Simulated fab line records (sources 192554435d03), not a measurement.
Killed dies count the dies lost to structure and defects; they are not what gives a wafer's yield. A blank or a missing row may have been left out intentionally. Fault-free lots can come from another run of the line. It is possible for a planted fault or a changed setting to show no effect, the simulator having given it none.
Matching of chambers    flow n5_finfet    N5_BEOL_M14_ETCH_68 on rie_diel-03: 4 sister chambers
The step etches SOC in N2/H2, time 450 s. 8 wafers are shown with their chamber, then 10 later ones without.

WAFERS, EACH WITH ITS CHAMBER
wafer   chamber  showerhead_plenum_p_Torr (Torr)  oes_product_au (a.u.)
L082.3  3        2.61                             0.93
L087.2  2        2.42                             0.71
L087.5  1        2.59                             0.85
L085.2  1        2.58                             0.84
L085.3  0        2.72                             0.88
L085.4  2        2.42                             0.69
L088.1  0        2.72                             0.87
L088.3  3        2.60                             0.89

WAFERS MISSING THEIR CHAMBER
wafer   showerhead_plenum_p_Torr (Torr)  oes_product_au (a.u.)
L088.6  2.72                             0.88
L094.1  2.60                             0.87
L094.2  2.58                             0.81
L094.5  2.58                             0.81
L096.2  2.60                             0.87
L096.4  2.41                             0.70
L096.5  2.60                             0.87
L097.2  2.71                             0.85
L097.3  2.41                             0.69
L097.6  2.41                             0.69

WHICH CHAMBER EACH WENT THROUGH
wafer   from the rows above      in truth
L088.6  0                        0
L094.1  can't be placed: 3 or 1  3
L094.2  1                        1
L094.5  1                        1
L096.2  can't be placed: 3 or 1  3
L096.4  2                        2
L096.5  can't be placed: 3 or 1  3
L097.2  0                        0
L097.3  2                        2
L097.6  2                        2
7 of 10 placed correctly. Not placeable from these rows: 3 (in 3, the candidates include the true chamber). Placed wrongly: 0.
How it was worked out, from the rows above alone: a wafer's distance from a chamber is the root of the sum, over the readings, of the square of ((its reading less the chamber's mean) divided by the reading's scatter). If the next closest chamber is less than 2 further off than the closest, the wafer can't be placed; otherwise it belongs to the closest. For every chamber, the mean is computed from those of its wafers that are shown. The scatter is the square root of a quotient: the sum, over the shown wafers, of each reading's squared deviation from its chamber's mean, divided by wafers minus chambers.
